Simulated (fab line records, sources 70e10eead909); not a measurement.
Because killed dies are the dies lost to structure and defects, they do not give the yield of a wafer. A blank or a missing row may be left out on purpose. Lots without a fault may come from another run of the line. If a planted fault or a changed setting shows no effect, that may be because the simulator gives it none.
fab line records	flow nand_harc
[record] lots = 24	wafers = 72	last_day = 34
route steps=1302 shown P_M1@305 P_M2@345 P_BONDPAD@372 A_CHANNEL_HOLE_D1@450
lots that met no fault: from a run of the same line without faults
start_h: the number of hours between the record's first day and the start of the first shown wafer of the lot	wait_h: hours from the lot's prior step to this one	" same as the row above	L1.1+2: a single row standing in for several wafers	- value missing, or start not given	* or withheld: withheld	< > ~ a bound
route shown NAME@n: a module of which the file shows steps, and the number in the route of the first	usual: mean/standard deviation taken from wafers without a fault	same: alike in all rows	chamber/n: place in a boat	sites: per-site readings	_std_site: the standard deviation of these	_edge_site: the outer-site mean with the inner-site mean subtracted	radius_mm: for every site, how far away it sits from the centre of the wafer	mask NAME#n: copy n	behind: tool/chamber where the wafer was last shaped	hold: why the lot went on hold/how many hours it stayed there/how the hold came to an end	device: which transistor (n, p or np) failed to switch	end of line: at the end of the route, the tests of the same wafers	a step given without rows: its recipe and nothing more	killed: count of dies lost to structure and defects at first sort (not the wafer's yield)	map: a wafer's dies, x killed, . not, _ none there
set.NAME: the setting that was run; set.NAME@STEP: the one run at that earlier step	model.NAME: the simulator's own value behind a step, which no gauge read
one table for each step of the route and one row for each wafer, over a sample of lots
services: a tool's chamber out of use, with start hour (start_h, from the record's first day; less than 0 if before it), hours out, and reason
[[steps]]
[step NHARC_P_M1_DEGAS_29]
[recipe] temp_c = 250	time_s = 60
[usual] heater_power_w = 328/29
lot.wafer	tool	chamber	start_h	wait_h	heater_power_w
L074.2	pvd_sputter-03	-	131.97	-	347
L074.3	"	-	"	"	335
L074.6	"	-	"	"	329
L075.2	pvd_sputter-01	-	134.34	-	295
L075.6	"	-	"	"	286
L075.5	"	-	"	"	391
L076.3	pvd_sputter-01	-	151.31	-	301
L076.1	"	-	"	"	404
L076.5	"	-	"	"	302
L077.2	pvd_sputter-02	-	153.00	-	327
L077.6	"	-	"	"	328
L077.5	"	-	"	"	345
L078.2	pvd_sputter-01	-	162.77	-	288
L078.5	"	-	"	"	392
L078.6	"	-	"	"	305
L079.1	pvd_sputter-02	-	178.83	-	324
L079.6	"	-	"	"	336
L079.5	"	-	"	"	328
L080.2	pvd_sputter-03	-	186.44	-	321
L080.1	"	-	"	"	334
L080.6	"	-	"	"	354
L081.2	pvd_sputter-01	-	192.83	-	291
L081.3	"	-	"	"	300
L081.5	"	-	"	"	293
L082.4	pvd_sputter-03	-	204.03	-	331
L082.1	"	-	"	"	346
L082.5	"	-	"	"	350
L083.3	pvd_sputter-02	-	211.10	-	319
L083.1	"	-	"	"	311
L083.6	"	-	"	"	359
L084.3	pvd_sputter-03	-	223.03	-	318
L084.5	"	-	"	"	336
L084.6	"	-	"	"	325
L085.2	pvd_sputter-01	-	239.83	-	278
L085.1	"	-	"	"	302
L085.3	"	-	"	"	294
L086.2	pvd_sputter-02	-	245.11	-	336
L086.1	"	-	"	"	363
L086.6	"	-	"	"	343
L087.2	pvd_sputter-01	-	272.44	-	296
L087.6	"	-	"	"	377
L087.5	"	-	"	"	287
L089.3	pvd_sputter-03	-	273.10	-	315
L089.1	"	-	"	"	359
L089.5	"	-	"	"	334
L088.2	pvd_sputter-02	-	273.84	-	371
L088.3	"	-	"	"	317
L088.1	"	-	"	"	335
L090.4	pvd_sputter-01	-	283.27	-	296
L090.3	"	-	"	"	292
L090.6	"	-	"	"	297
L091.2	pvd_sputter-02	-	295.15	-	321
L091.5	"	-	"	"	326
L091.6	"	-	"	"	357
L092.1	pvd_sputter-01	-	307.14	-	298
L092.6	"	-	"	"	292
L092.5	"	-	"	"	374
L093.1	pvd_sputter-01	-	315.59	-	374
L093.3	"	-	"	"	295
L093.6	"	-	"	"	290
L094.1	pvd_sputter-02	-	342.29	-	336
L094.3	"	-	"	"	307
L094.4	"	-	"	"	355
L095.1	pvd_sputter-03	-	347.47	-	336
L095.2	"	-	"	"	332
L095.3	"	-	"	"	334
L096.4	pvd_sputter-02	-	349.11	-	331
L096.3	"	-	"	"	308
L096.5	"	-	"	"	315
L097.1	pvd_sputter-02	-	368.01	-	346
L097.5	"	-	"	"	348
L097.6	"	-	"	"	311
[step NHARC_P_M1_INSPECT_27]
[usual] raw_defect_count = 330/130
lot.wafer	tool	chamber	start_h	wait_h	raw_defect_count
L074.2	defect_inspect-01	-	133.80	0.0	560
L074.3	"	-	"	"	334
L074.6	"	-	"	"	316
L075.2	defect_inspect-01	-	135.87	0.0	175
L075.5	"	-	"	"	255
L075.6	"	-	"	"	142
L076.1	defect_inspect-01	-	152.88	0.0	374
L076.3	"	-	"	"	652
L076.5	"	-	"	"	663
L077.2	defect_inspect-02	-	154.54	0.0	174
L077.5	"	-	"	"	145
L077.6	"	-	"	"	172
L078.2	defect_inspect-01	-	164.32	0.0	329
L078.5	"	-	"	"	270
L078.6	"	-	"	"	329
L079.1	defect_inspect-01	-	180.38	0.0	226
L079.5	"	-	"	"	244
L079.6	"	-	"	"	318
L080.1	defect_inspect-02	-	188.06	0.0	265
L080.2	"	-	"	"	436
L080.6	"	-	"	"	248
L081.2	defect_inspect-02	-	194.39	0.0	230
L081.3	"	-	"	"	233
L081.5	"	-	"	"	214
L082.1	defect_inspect-01	-	205.58	0.0	265
L082.4	"	-	"	"	384
L082.5	"	-	"	"	244
L083.1	defect_inspect-02	-	212.64	0.0	258
L083.3	"	-	"	"	234
L083.6	"	-	"	"	237
L084.3	defect_inspect-02	-	224.58	0.0	204
L084.5	"	-	"	"	364
L084.6	"	-	"	"	405
L085.1	defect_inspect-02	-	241.39	0.0	445
L085.2	"	-	"	"	759
L085.3	"	-	"	"	428
L086.1	defect_inspect-02	-	246.69	0.0	332
L086.2	"	-	"	"	435
L086.6	"	-	"	"	305
L087.2	defect_inspect-02	-	273.99	0.0	326
L087.5	"	-	"	"	375
L087.6	"	-	"	"	298
L089.1	defect_inspect-01	-	274.65	0.0	253
L089.3	"	-	"	"	250
L089.5	"	-	"	"	274
L088.1	defect_inspect-01	-	275.39	0.0	413
L088.2	"	-	"	"	970
L088.3	"	-	"	"	411
L090.3	defect_inspect-02	-	284.83	0.0	338
L090.4	"	-	"	"	206
L090.6	"	-	"	"	355
L091.2	defect_inspect-02	-	296.73	0.0	340
L091.5	"	-	"	"	312
L091.6	"	-	"	"	287
L092.1	defect_inspect-02	-	308.70	0.0	218
L092.5	"	-	"	"	208
L092.6	"	-	"	"	364
L093.1	defect_inspect-02	-	317.15	0.0	261
L093.3	"	-	"	"	312
L093.6	"	-	"	"	324
L094.1	defect_inspect-02	-	343.84	0.0	426
L094.3	"	-	"	"	282
L094.4	"	-	"	"	334
L095.1	defect_inspect-01	-	349.04	0.0	385
L095.2	"	-	"	"	342
L095.3	"	-	"	"	203
L096.3	defect_inspect-02	-	350.65	0.0	346
L096.4	"	-	"	"	417
L096.5	"	-	"	"	255
L097.1	defect_inspect-02	-	369.59	0.0	271
L097.5	"	-	"	"	320
L097.6	"	-	"	"	372
[step NHARC_P_M2_THK_MEAS_24]
[recipe] thk_meas_gauge = xrf
[usual] thk_nm = 144.6/1.4
lot.wafer	tool	chamber	start_h	wait_h	thk_nm
L074.2	film_metro-02	-	137.68	-	145.3
L074.3	"	-	"	"	144.9
L074.6	"	-	"	"	145.8
L075.2	film_metro-01	-	139.73	-	145.0
L075.5	"	-	"	"	145.2
L075.6	"	-	"	"	145.7
L076.1	film_metro-01	-	156.87	-	146.0
L076.3	"	-	"	"	144.8
L076.5	"	-	"	"	144.1
L077.2	film_metro-02	-	158.45	-	144.8
L077.5	"	-	"	"	146.2
L077.6	"	-	"	"	144.4
L078.2	film_metro-01	-	168.33	-	144.2
L078.5	"	-	"	"	145.6
L078.6	"	-	"	"	146.5
L079.1	film_metro-01	-	184.43	-	143.6
L079.5	"	-	"	"	144.6
L079.6	"	-	"	"	145.2
L080.1	film_metro-01	-	192.10	-	146.9
L080.2	"	-	"	"	143.0
L080.6	"	-	"	"	143.3
L081.2	film_metro-02	-	198.88	-	142.8
L081.3	"	-	"	"	145.7
L081.5	"	-	"	"	144.0
L082.1	film_metro-01	-	210.14	-	144.7
L082.4	"	-	"	"	146.2
L082.5	"	-	"	"	146.2
L083.1	film_metro-02	-	216.69	-	144.9
L083.3	"	-	"	"	146.0
L083.6	"	-	"	"	144.3
L084.3	film_metro-02	-	228.61	-	143.4
L084.5	"	-	"	"	144.0
L084.6	"	-	"	"	144.5
L085.1	film_metro-02	-	245.29	-	145.8
L085.2	"	-	"	"	145.0
L085.3	"	-	"	"	145.9
L086.1	film_metro-01	-	251.04	-	143.1
L086.2	"	-	"	"	145.6
L086.6	"	-	"	"	146.2
L087.2	film_metro-01	-	278.01	-	142.6
L087.5	"	-	"	"	144.7
L087.6	"	-	"	"	143.2
L089.1	film_metro-01	-	278.69	-	142.6
L089.3	"	-	"	"	143.2
L089.5	"	-	"	"	143.6
L088.1	film_metro-01	-	279.40	-	143.9
L088.2	"	-	"	"	144.3
L088.3	"	-	"	"	143.4
L090.3	film_metro-02	-	288.84	-	146.1
L090.4	"	-	"	"	144.7
L090.6	"	-	"	"	146.5
L091.2	film_metro-01	-	300.74	-	143.3
L091.5	"	-	"	"	144.2
L091.6	"	-	"	"	146.4
L092.1	film_metro-02	-	312.69	-	146.6
L092.5	"	-	"	"	144.2
L092.6	"	-	"	"	147.6
L093.1	film_metro-02	-	321.31	-	145.3
L093.3	"	-	"	"	145.5
L093.6	"	-	"	"	144.8
L094.1	film_metro-01	-	347.72	-	145.9
L094.3	"	-	"	"	141.1
L094.4	"	-	"	"	146.1
L095.1	film_metro-01	-	353.01	-	143.9
L095.2	"	-	"	"	141.6
L095.3	"	-	"	"	143.1
L096.3	film_metro-02	-	354.65	-	145.4
L096.4	"	-	"	"	143.8
L096.5	"	-	"	"	144.6
L097.1	film_metro-02	-	373.59	-	143.3
L097.5	"	-	"	"	142.7
L097.6	"	-	"	"	144.8
[step NHARC_P_BONDPAD_ETCH_24]
[recipe] target_depth_a = 300	over_etch_frac = 0.3	time_s = 72.99	ion_energy_ev = 150	cf4_flow_sccm = 50	n2_flow_sccm = 100	ar_flow_sccm = 150	rf_w = 300	bias_w = 100	chemistry = CF4/N2
[usual] drypump_motor_current_A = 5.9/0.4	oes_product_au = 1.001/0.0095	rf_vpp_V = 314.1/1.7	showerhead_plenum_p_Torr = 2.62/0.092	throttle_valve_pct = 19.794/0.01
[same] over_etch_frac = 0.3
lot.wafer	tool	chamber	start_h	wait_h	drypump_motor_current_A	oes_product_au	rf_hours_counter_h	rf_vpp_V	showerhead_plenum_p_Torr	throttle_valve_pct
L074.2	rie_diel-13	1	-	-	5.7	1.002	3.9	314.0	2.63	19.783
L074.3	"	2	"	"	5.6	0.989	3.3	311.8	2.49	19.810
L074.6	"	0	"	"	6.0	1.003	-	314.0	2.63	19.794
L075.2	rie_diel-08	1	142.52	0.1	6.4	1.001	6.4	312.6	2.52	19.789
L075.5	"	1	"	"	6.4	1.006	-	312.4	2.51	19.805
L075.6	"	2	"	"	5.8	1.000	-	311.4	2.53	19.804
L076.1	rie_diel-13	3	-	-	6.0	1.011	3.9	318.3	2.71	19.795
L076.3	"	1	"	"	5.7	0.991	4.4	313.5	2.63	19.783
L076.5	"	3	"	"	6.0	1.007	-	315.9	2.71	19.798
L077.2	rie_diel-13	2	-	-	5.6	0.999	3.9	312.0	2.49	19.802
L077.5	"	2	"	"	5.6	1.003	-	311.6	2.49	19.786
L077.6	"	3	"	"	6.0	1.007	-	316.4	2.71	19.812
L078.2	rie_diel-12	2	-	-	5.3	0.989	3.1	316.3	2.74	19.787
L078.5	"	2	"	"	5.3	0.991	-	315.1	2.74	19.808
L078.6	"	3	"	"	6.3	0.987	-	312.1	2.49	19.787
L079.1	rie_diel-08	2	-	-	5.8	1.007	7.8	311.9	2.53	19.810
L079.6	"	3	"	"	6.5	0.998	-	314.8	2.67	19.782
L079.5	"	0	"	"	5.7	1.001	-	316.3	2.70	19.791
L080.1	rie_diel-13	0	-	-	6.0	1.007	0.8	313.7	2.63	19.819
L080.2	"	2	"	"	5.6	0.991	0.6	312.4	2.49	19.804
L080.6	"	0	"	"	6.0	1.000	-	310.9	2.63	19.793
L081.3	rie_diel-12	0	-	-	5.4	1.005	5.1	313.8	2.60	19.787
L081.2	"	2	"	"	5.2	0.996	3.9	315.4	2.74	19.788
L081.5	"	3	"	"	6.3	0.994	-	311.6	2.49	19.793
L082.4	rie_diel-13	0	-	-	6.0	1.005	1.1	314.5	2.63	19.784
L082.1	"	1	"	"	5.7	0.995	1.1	314.0	2.63	19.797
L082.5	"	2	"	"	5.6	0.992	-	311.6	2.49	19.802
L083.1	rie_diel-12	1	-	-	5.2	1.001	5.3	316.1	2.75	19.788
L083.3	"	2	"	"	5.2	0.984	5.5	316.3	2.74	19.795
L083.6	"	1	"	"	5.2	0.997	-	316.4	2.75	19.786
L084.3	rie_diel-08	1	-	-	6.4	1.010	2.3	312.4	2.51	19.788
L084.5	"	3	"	"	6.5	1.007	-	314.6	2.67	19.793
L084.6	"	0	"	"	5.7	0.998	-	315.7	2.70	19.794
L085.3	rie_diel-12	3	-	-	6.3	0.981	7.5	312.8	2.49	19.796
L085.1	"	0	"	"	5.4	0.988	7.4	313.7	2.60	19.787
L085.2	"	1	"	"	5.2	1.002	6.4	316.3	2.75	19.791
L086.1	rie_diel-12	1	253.68	0.1	5.2	0.996	7.5	316.1	2.74	19.806
L086.2	"	2	"	"	5.2	0.991	7.9	317.0	2.74	19.799
L086.6	"	3	"	"	6.3	0.979	-	311.6	2.49	19.800
L087.2	rie_diel-08	3	-	-	6.5	1.005	5.1	315.6	2.67	19.809
L087.5	"	3	"	"	6.4	1.000	-	315.2	2.66	19.786
L087.6	"	0	"	"	5.7	0.995	-	315.4	2.70	19.808
L089.3	rie_diel-13	0	-	-	6.0	1.012	2.8	314.7	2.63	19.793
L089.1	"	1	"	"	5.7	1.001	2.5	313.5	2.62	19.785
L089.5	"	2	"	"	5.6	1.006	-	312.2	2.49	19.804
L088.3	rie_diel-12	3	-	-	6.2	0.993	0.2	311.4	2.49	19.782
L088.1	"	0	"	"	5.4	1.004	0.1	313.7	2.60	19.790
L088.2	"	2	"	"	5.3	1.000	0.1	315.0	2.74	19.789
L090.3	rie_diel-08	1	-	-	6.4	1.010	6.0	312.5	2.51	19.790
L090.4	"	2	"	"	5.8	1.021	6.1	313.7	2.52	19.782
L090.6	"	3	"	"	6.5	1.003	-	314.3	2.66	19.799
L091.2	rie_diel-08	0	-	-	5.7	1.006	4.6	314.5	2.70	19.787
L091.6	"	1	"	"	6.4	0.993	-	311.3	2.51	19.792
L091.5	"	2	"	"	5.8	1.012	-	312.3	2.52	19.809
L092.1	rie_diel-12	2	-	-	5.3	1.017	1.0	315.4	2.74	19.788
L092.5	"	2	"	"	5.3	1.012	-	315.6	2.74	19.776
L092.6	"	3	"	"	6.3	0.991	-	311.3	2.49	19.781
L093.3	rie_diel-13	0	-	-	6.1	1.008	3.8	313.0	2.63	19.793
L093.1	"	1	"	"	5.7	1.010	3.4	315.9	2.62	19.784
L093.6	"	0	"	"	6.0	1.013	-	315.3	2.63	19.807
L094.3	rie_diel-08	0	350.49	0.2	5.7	0.995	7.4	316.3	2.70	19.790
L094.1	"	3	"	"	6.4	0.997	9.2	315.1	2.66	19.808
L094.4	"	1	"	"	6.4	0.993	-	312.1	2.51	19.797
L095.2	rie_diel-13	1	-	-	5.7	1.017	0.0	313.8	2.62	19.784
L095.3	"	2	"	"	5.6	1.004	0.1	311.0	2.49	19.802
L095.1	"	3	"	"	6.0	1.011	0.1	314.7	2.71	19.777
L096.3	rie_diel-08	3	-	-	6.5	0.999	9.3	315.2	2.66	19.785
L096.4	"	2	"	"	5.8	0.995	9.1	314.2	2.52	19.792
L096.5	"	0	"	"	5.7	0.997	-	315.3	2.70	19.793
L097.1	rie_diel-13	0	-	-	6.0	1.014	0.4	313.7	2.63	19.787
L097.5	"	2	"	"	5.6	1.000	-	311.3	2.49	19.804
L097.6	"	3	"	"	6.0	1.008	-	315.3	2.71	19.787
[step NHARC_A_CHANNEL_HOLE_D1_DEP_00]
[recipe] target_thk_a = 31000	temp_c = 400	material = aC
[usual] throttle_valve_pct = 35.000/0.0099
lot.wafer	tool	chamber	start_h	wait_h	throttle_valve_pct
L074.2	acl_dep-02	0	181.18	0.7	34.997
L074.3	"	0	"	"	35.001
L074.6	"	0	"	"	34.986
L075.2	acl_dep-01	0	181.58	1.1	35.000
L075.5	"	0	"	"	34.993
L075.6	"	0	"	"	35.018
L076.1	acl_dep-01	0	206.49	6.6	34.989
L076.3	"	0	"	"	34.990
L076.5	"	0	"	"	34.991
L077.2	acl_dep-03	0	207.81	7.7	34.998
L077.5	"	0	"	"	34.993
L077.6	"	0	"	"	34.991
L078.2	acl_dep-02	0	214.22	1.1	34.990
L078.5	"	0	"	"	34.996
L078.6	"	0	"	"	34.988
L079.1	acl_dep-01	0	229.39	0.1	34.999
L079.5	"	0	230.66	1.3	35.002
L079.6	"	0	"	"	34.987
L080.1	acl_dep-02	0	232.82	0.1	34.993
L080.2	"	0	"	"	34.991
L080.6	"	0	234.41	1.7	35.008
L081.2	acl_dep-02	0	245.28	1.7	34.995
L081.3	"	0	"	"	34.977
L081.5	"	0	"	"	34.988
L082.1	acl_dep-03	0	253.42	0.5	34.991
L082.4	"	0	"	"	35.006
L082.5	"	0	"	"	35.007
L083.1	acl_dep-02	0	261.97	0.1	34.994
L083.3	"	0	"	"	34.989
L083.6	"	0	"	"	35.000
L084.3	acl_dep-01	0	270.71	0.7	35.003
L084.5	"	0	"	"	35.004
L084.6	"	0	"	"	34.973
L085.1	acl_dep-01	0	288.76	1.6	35.004
L085.2	"	0	"	"	35.007
L085.3	"	0	"	"	35.002
L086.1	acl_dep-01	0	298.17	3.4	35.003
L086.2	"	0	"	"	35.006
L086.6	"	0	299.77	5.0	34.999
L087.2	acl_dep-03	0	322.40	2.8	35.013
L087.5	"	0	"	"	35.010
L087.6	"	0	"	"	34.994
L088.1	acl_dep-01	0	322.41	2.6	35.012
L088.2	"	0	"	"	34.984
L088.3	"	0	"	"	35.000
L089.1	acl_dep-02	0	322.50	2.4	35.013
L089.3	"	0	"	"	35.013
L089.5	"	0	"	"	35.012
L090.3	acl_dep-03	0	333.28	1.0	34.995
L090.4	"	0	"	"	35.011
L090.6	"	0	"	"	34.998
L091.2	acl_dep-02	0	342.86	0.4	35.012
L091.5	"	0	"	"	35.006
L091.6	"	0	"	"	34.989
L092.1	acl_dep-03	0	353.55	0.1	34.995
L092.5	"	0	354.81	1.3	34.997
L092.6	"	0	"	"	34.994
L093.1	acl_dep-02	0	366.81	0.1	35.017
L093.3	"	0	"	"	34.994
L093.6	"	0	"	"	34.997
L094.1	acl_dep-01	0	389.75	0.1	34.992
L094.3	"	0	"	"	35.000
L094.4	"	0	"	"	34.986
L095.1	acl_dep-02	0	397.75	0.5	35.005
L095.2	"	0	"	"	35.012
L095.3	"	0	"	"	35.000
L096.3	acl_dep-03	0	397.96	0.7	34.991
L096.4	"	0	"	"	35.005
L096.5	"	0	"	"	34.993
L097.1	acl_dep-02	0	415.58	0.6	34.994
L097.5	"	0	416.83	1.8	35.010
L097.6	"	0	"	"	34.993
[step NHARC_A_CHANNEL_HOLE_D1_ETCH_25]
[recipe] bias_v = 5000	source_w = withheld	pressure_mtorr = 20	time_s = 1040.2	ar_flow_sccm = 375	c4f8_flow_sccm = 93.8	o2_flow_sccm = 31.2	temp_c = -20	target_depth_a = 15000	chemistry = C4F8/O2/Ar
[usual] drypump_motor_current_A = 5.9/0.64	showerhead_plenum_p_Torr = 3.55/0.13	throttle_valve_pct = 32.235/0.0093
lot.wafer	tool	chamber	start_h	wait_h	drypump_motor_current_A	rf_hours_counter_h	showerhead_plenum_p_Torr	throttle_valve_pct
L074.2	har_etch-01	0	187.70	0.6	5.3	87	3.50	32.218
L074.3	"	1	"	"	6.4	-	3.59	32.245
L074.6	"	0	"	"	5.3	-	3.50	32.237
L075.2	har_etch-02	1	188.45	0.6	5.1	305	3.61	32.226
L075.5	"	1	"	"	5.1	-	3.61	32.236
L075.6	"	0	"	"	6.6	-	3.48	32.237
L076.1	har_etch-01	1	216.77	0.6	6.4	102	3.59	32.234
L076.3	"	1	"	"	6.4	-	3.58	32.235
L076.5	"	1	"	"	6.4	-	3.59	32.229
L077.2	har_etch-02	0	219.39	0.6	6.6	320	3.47	32.252
L077.5	"	0	"	"	6.6	-	3.47	32.236
L077.6	"	1	"	"	5.1	-	3.60	32.241
L078.2	har_etch-01	0	225.08	0.6	5.3	110	3.49	32.255
L078.5	"	0	"	"	5.3	-	3.49	32.241
L078.6	"	1	"	"	6.4	-	3.58	32.232
L079.1	har_etch-01	0	236.44	0.6	5.3	114	3.49	32.245
L079.5	"	1	"	"	6.4	-	3.58	32.242
L079.6	"	0	"	"	5.3	-	3.49	32.240
L080.2	har_etch-02	1	239.59	0.6	5.2	332	3.60	32.214
L080.1	"	0	"	"	6.6	332	3.47	32.243
L080.6	"	1	"	"	5.1	-	3.60	32.245
L081.2	har_etch-02	1	254.43	0.7	5.2	343	3.59	32.233
L081.3	"	0	"	"	6.6	-	3.46	32.228
L081.5	"	1	"	"	5.1	-	3.59	32.247
L082.1	har_etch-02	0	262.62	0.6	6.6	351	3.46	32.233
L082.4	"	1	"	"	5.2	-	3.59	32.243
L082.5	"	0	"	"	6.6	-	3.46	32.243
L083.1	har_etch-02	0	269.13	0.7	6.6	355	3.46	32.228
L083.3	"	0	"	"	6.6	-	3.46	32.247
L083.6	"	0	"	"	6.6	-	3.46	32.240
L084.3	har_etch-01	1	277.28	0.7	6.4	-	3.56	32.239
L084.5	"	1	"	"	6.4	-	3.57	32.225
L084.6	"	0	"	"	5.3	-	3.47	32.229
L085.2	har_etch-01	0	295.66	0.6	5.3	148	3.47	32.244
L085.1	"	1	"	"	6.3	148	3.56	32.230
L085.3	"	1	"	"	6.4	-	3.56	32.227
L086.2	har_etch-01	1	306.85	0.6	6.4	156	3.56	32.249
L086.1	"	0	"	"	5.3	156	3.47	32.245
L086.6	"	0	"	"	5.3	-	3.47	32.240
L087.2	har_etch-01	1	329.14	0.7	6.4	163	3.55	32.239
L087.5	"	0	"	"	5.3	-	3.46	32.230
L087.6	"	1	"	"	6.4	-	3.55	32.225
L088.2	har_etch-02	0	329.33	0.6	6.6	381	3.44	32.230
L088.1	"	1	"	"	5.1	381	3.57	32.236
L088.3	"	0	"	"	6.6	-	3.44	32.243
L089.1	har_etch-01	1	333.18	0.6	6.4	167	3.55	32.234
L089.3	"	1	"	"	6.4	-	3.55	32.241
L089.5	"	0	"	"	5.3	-	3.46	32.248
L090.3	har_etch-02	0	345.35	1.4	6.6	-	3.44	32.229
L090.4	"	0	"	"	6.6	-	3.43	32.233
L090.6	"	0	"	"	6.6	-	3.44	32.246
L091.2	har_etch-01	0	353.68	0.6	5.3	186	3.45	32.230
L091.5	"	0	"	"	5.3	-	3.45	32.232
L091.6	"	1	"	"	6.4	-	3.54	32.227
L092.1	har_etch-01	1	360.33	0.6	6.4	190	3.54	32.244
L092.6	"	1	"	"	6.4	-	3.54	32.238
L092.5	"	0	"	"	5.3	-	3.45	32.238
L093.1	har_etch-02	0	375.96	0.6	6.6	420	3.42	32.245
L093.3	"	1	"	"	5.1	-	3.56	32.250
L093.6	"	1	"	"	5.1	-	3.56	32.243
L094.1	har_etch-02	1	399.94	0.6	5.1	3	3.93	32.247
L094.3	"	1	"	"	5.1	-	3.93	32.243
L094.4	"	0	"	"	6.7	-	3.93	32.231
L096.4	har_etch-02	0	404.48	0.7	6.5	-	3.92	32.248
L096.3	"	1	"	"	5.1	-	3.92	32.236
L096.5	"	0	"	"	6.6	-	3.92	32.236
L095.1	har_etch-01	0	406.65	0.6	5.3	224	3.43	32.225
L095.2	"	1	"	"	6.4	224	3.52	32.233
L095.3	"	1	"	"	6.4	-	3.52	32.253
L097.1	har_etch-01	1	422.72	0.7	6.4	236	3.51	32.231
L097.6	"	0	"	"	5.3	-	3.43	32.232
L097.5	"	1	"	"	6.4	-	3.52	32.233
[[services]]
tool	chamber	start_h	hours	kind
pvd_sputter-02	-	125.17	10.0	pm
rie_diel-08	0	137.77	9.3	repair
rie_diel-08	1	152.97	10.4	repair
pvd_sputter-01	-	158.23	3.5	repair
rie_diel-08	3	158.81	3.5	repair
rie_diel-13	-	165.00	9.0	pm
pvd_sputter-02	-	183.34	5.3	repair
acl_dep-01	-	189.77	13.0	pm
rie_diel-08	-	190.80	9.0	pm
har_etch-01	-	191.05	0.8	repair
rie_diel-08	0	213.75	4.9	repair
pvd_sputter-01	-	226.00	10.0	pm
rie_diel-08	0	245.35	16.4	repair
acl_dep-02	-	248.78	13.0	pm
rie_diel-08	3	265.34	3.9	repair
pvd_sputter-01	-	277.62	1.1	repair
pvd_sputter-02	-	303.17	10.0	pm
har_etch-01	-	323.29	1.9	repair
acl_dep-02	-	329.59	1.0	repair
rie_diel-13	-	342.00	9.0	pm
rie_diel-08	2	347.15	8.8	repair
rie_diel-13	3	372.48	2.4	repair
har_etch-02	-	380.05	17.0	pm
pvd_sputter-01	-	404.00	10.0	pm
[[key]]
fault none
